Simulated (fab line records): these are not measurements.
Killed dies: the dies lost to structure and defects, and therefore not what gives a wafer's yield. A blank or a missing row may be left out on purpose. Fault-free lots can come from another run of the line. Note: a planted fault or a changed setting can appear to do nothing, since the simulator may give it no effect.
Split-lot study :: flow n5-finfet :: 21 wafers read across 7 lots, on a route 1938 steps long

SPLIT DETAILS
At N5_BEOL_M0_SAQP_COAT_72 (time 60 s, resist thk 15 nm), the setting spin-rpm was moved away from the recipe's 1500 rpm on 4 of the 21 wafers read, by +6.7% to +9.7%. This setting was run at the recipe's value on the other wafers.

FROM THE SPLIT TO THE READING: what the file shows between them, 6 steps
- N5_BEOL_M0_SAQP_EXPOSE_37: exposes mask M0 CUT1, target cd 30 nm (also split here: dose-mj)
- N5_BEOL_M0_SAQP_PEB_38: peb time 60 s
- N5_BEOL_M0_SAQP_DEVELOP_39: develop time 30 s
- N5_BEOL_M0_SAQP_CD_MEAS_40: target cd 30 nm
- N5_BEOL_M0_SAQP_DESCUM_45: chemistry O2, time 7 s
- N5_BEOL_M0_SAQP_ETCH_88: etches underlayer in N2/H2, target depth 6.5 nm, time 5.2 s

THE READING
etch.depth-nm (the simulator's own value, which no gauge read), in nm, at N5_BEOL_M0_SAQP_ETCH_73 (etches SiARC in CF4, target depth 19.5 nm, time 32.5 s). The file gives no usual value for it. Average 14.98 nm, standard deviation 0.032 nm, over the 17 wafers here run with the recipe.

wafer: L077.3
tool, chamber at the split: litho-track-04, 0
spin-rpm as run, rpm: 1645
against the recipe: +9.7%
etch.depth-nm, nm: 14.35
against lot-mates on the recipe: -0.62

wafer: L077.4
tool, chamber at the split: litho-track-04, 0
spin-rpm as run, rpm: 1500
against the recipe: recipe
etch.depth-nm, nm: 14.97
against lot-mates on the recipe: -

wafer: L077.5
tool, chamber at the split: litho-track-04, 0
spin-rpm as run, rpm: 1645
against the recipe: +9.7%
etch.depth-nm, nm: 14.3
against lot-mates on the recipe: -0.67

wafer: L079.3
tool, chamber at the split: litho-track-01, 0
spin-rpm as run, rpm: 1500
against the recipe: recipe
etch.depth-nm, nm: 14.93
against lot-mates on the recipe: -

wafer: L079.5
tool, chamber at the split: litho-track-01, 0
spin-rpm as run, rpm: 1500
against the recipe: recipe
etch.depth-nm, nm: 14.91
against lot-mates on the recipe: -

wafer: L079.6
tool, chamber at the split: litho-track-01, 0
spin-rpm as run, rpm: 1609
against the recipe: +7.3%
etch.depth-nm, nm: 14.41
against lot-mates on the recipe: -0.51

wafer: L082.4
tool, chamber at the split: litho-track-01, 0
spin-rpm as run, rpm: 1500
against the recipe: recipe
etch.depth-nm, nm: 14.98
against lot-mates on the recipe: -

wafer: L082.5
tool, chamber at the split: litho-track-01, 0
spin-rpm as run, rpm: 1500
against the recipe: recipe
etch.depth-nm, nm: 15.01
against lot-mates on the recipe: -

wafer: L082.6
tool, chamber at the split: litho-track-01, 0
spin-rpm as run, rpm: 1500
against the recipe: recipe
etch.depth-nm, nm: 14.99
against lot-mates on the recipe: -

wafer: L091.3
tool, chamber at the split: litho-track-05, 0
spin-rpm as run, rpm: 1500
against the recipe: recipe
etch.depth-nm, nm: 14.98
against lot-mates on the recipe: -

wafer: L091.4
tool, chamber at the split: litho-track-05, 0
spin-rpm as run, rpm: 1500
against the recipe: recipe
etch.depth-nm, nm: 15.03
against lot-mates on the recipe: -

wafer: L091.5
tool, chamber at the split: litho-track-05, 0
spin-rpm as run, rpm: 1600
against the recipe: +6.7%
etch.depth-nm, nm: 14.52
against lot-mates on the recipe: -0.48

wafer: L093.1
tool, chamber at the split: litho-track-01, 0
spin-rpm as run, rpm: 1500
against the recipe: recipe
etch.depth-nm, nm: 14.98
against lot-mates on the recipe: -

wafer: L093.2
tool, chamber at the split: litho-track-01, 0
spin-rpm as run, rpm: 1500
against the recipe: recipe
etch.depth-nm, nm: 14.98
against lot-mates on the recipe: -

wafer: L093.4
tool, chamber at the split: litho-track-01, 0
spin-rpm as run, rpm: 1500
against the recipe: recipe
etch.depth-nm, nm: 14.97
against lot-mates on the recipe: -

wafer: L094.2
tool, chamber at the split: litho-track-01, 0
spin-rpm as run, rpm: 1500
against the recipe: recipe
etch.depth-nm, nm: 14.95
against lot-mates on the recipe: -

wafer: L094.4
tool, chamber at the split: litho-track-01, 0
spin-rpm as run, rpm: 1500
against the recipe: recipe
etch.depth-nm, nm: 14.98
against lot-mates on the recipe: -

wafer: L094.6
tool, chamber at the split: litho-track-01, 0
spin-rpm as run, rpm: 1500
against the recipe: recipe
etch.depth-nm, nm: 14.94
against lot-mates on the recipe: -

wafer: L095.2
tool, chamber at the split: litho-track-04, 0
spin-rpm as run, rpm: 1500
against the recipe: recipe
etch.depth-nm, nm: 15.01
against lot-mates on the recipe: -

wafer: L095.5
tool, chamber at the split: litho-track-04, 0
spin-rpm as run, rpm: 1500
against the recipe: recipe
etch.depth-nm, nm: 15.01
against lot-mates on the recipe: -

wafer: L095.6
tool, chamber at the split: litho-track-04, 0
spin-rpm as run, rpm: 1500
against the recipe: recipe
etch.depth-nm, nm: 15.02
against lot-mates on the recipe: -

FIT RESULTS
A straight line over all 21 wafers: etch.depth-nm changes by -0.0697 nm for each +1% of spin-rpm; r = -0.99; the points scatter about the line by 0.035 nm.
The same after taking each lot's own level away (the mean of its wafers on the recipe; 21 wafers): -0.0682 nm for each +1%; r = -1.00; scatter 0.017 nm.
The reading moves by 0.66 nm for the largest change in spin-rpm, on that fit.
From 14.920 to 15.013 nm: that is the span of the lots' own levels, equal to 3.0 times the standard deviation above.
So the lot-to-lot level changes the slope little: the two slopes agree.
Check: with one of the wafers moved furthest among these (+9.7%) left out of the fit, the line predicts -0.68 nm for it against its lot-mates. It came out at -0.62 nm against them.

OTHER SPLITS APPLIED TO THESE WAFERS
Before the reading, these wafers also passed through other splits. Each is held against what the fit with the lots' levels taken away leaves over:
other split on the same wafers: N5_BEOL_M0_SAQP_PECVD_97 time-s
wafers away from the commonest value: 9
r with etch.depth-nm (lot level and that fit taken away): -0.46

other split on the same wafers: N5_BEOL_M0_SAQP_COAT_82 time-s
wafers away from the commonest value: 3
r with etch.depth-nm (lot level and that fit taken away): -0.16

other split on the same wafers: N5_BEOL_M0_SAQP_EXPOSE_37 dose-mj
wafers away from the commonest value: 7
r with etch.depth-nm (lot level and that fit taken away): +0.14

THE WHOLE CHAIN: every reading that the file lists as answering this split, in the file's order
step: N5_BEOL_M0_SAQP_COAT_72
what it does: time 60 s, resist thk 15 nm
reading: SiARC_of_BEOL_M0_SAQP_COAT_72.thk-nm (the simulator's own value, which no gauge read)
change (the file's fit): -0.0673 nm for each +1% of the setting
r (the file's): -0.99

step: N5_BEOL_M0_SAQP_ETCH_73
what it does: etches SiARC in CF4, target depth 19.5 nm, time 32.5 s
reading: etch.depth-nm (the simulator's own value, which no gauge read)
change (the file's fit): -0.069 nm for each +1% of the setting
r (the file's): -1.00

FILE'S OWN FIT
etch.depth-nm changes by -0.069 nm for each +1% of spin-rpm, r = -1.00.
